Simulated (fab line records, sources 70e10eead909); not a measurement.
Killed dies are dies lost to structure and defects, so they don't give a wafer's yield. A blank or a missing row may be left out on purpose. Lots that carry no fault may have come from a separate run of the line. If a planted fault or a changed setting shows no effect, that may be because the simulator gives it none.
Chamber matching -- flow nand-harc -- NHARC_A_BLC_ALD_23 on ald-metal-02: 4 sister chambers
The step deposits TiN, target thk 3 nm, pulse time 1 s, ald cycles 150. 4 wafers are shown with their chamber, then 8 later ones without.

WAFERS WITH THEIR CHAMBER
wafer,chamber,heater-power-w (W)
L079.1,0,972
L083.5,2,1000
L083.6,1,1016
L088.1,3,1015

WAFERS WHOSE CHAMBER IS MISSING
wafer,heater-power-w (W)
L088.3,979
L088.6,993
L090.2,1069
L090.4,1005
L090.5,963
L093.1,1022
L093.2,1006
L093.6,1042

WHICH CHAMBER EACH WENT THROUGH
wafer,from the rows above,in truth
L088.3,can't be placed: 0 or 2 or 3 or 1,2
L088.6,can't be placed: 2 or 0 or 3 or 1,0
L090.2,can't be placed: 1 or 3 or 2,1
L090.4,can't be placed: 2 or 3 or 1 or 0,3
L090.5,can't be placed: 0 or 2 or 3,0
L093.1,can't be placed: 1 or 3 or 2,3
L093.2,can't be placed: 2 or 3 or 1 or 0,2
L093.6,can't be placed: 1 or 3 or 2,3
Correctly placed: 0 of 8. Cannot be placed on the basis of these rows: 8; the candidates contain the true chamber in 8. Placed wrongly: 0.
How it was worked out, from the rows above alone: a wafer's distance from a chamber is the root of the sum, over the readings, of the square of ((its reading less the chamber's mean) divided by the reading's scatter). The wafer belongs to the nearest chamber; if the next one is less than 2 further off, it can't be placed. The mean given for a chamber averages the wafers shown for that chamber. The scatter: with one shown wafer a chamber, the root of the mean of the squares of how far each hidden wafer lies from its nearest shown one.
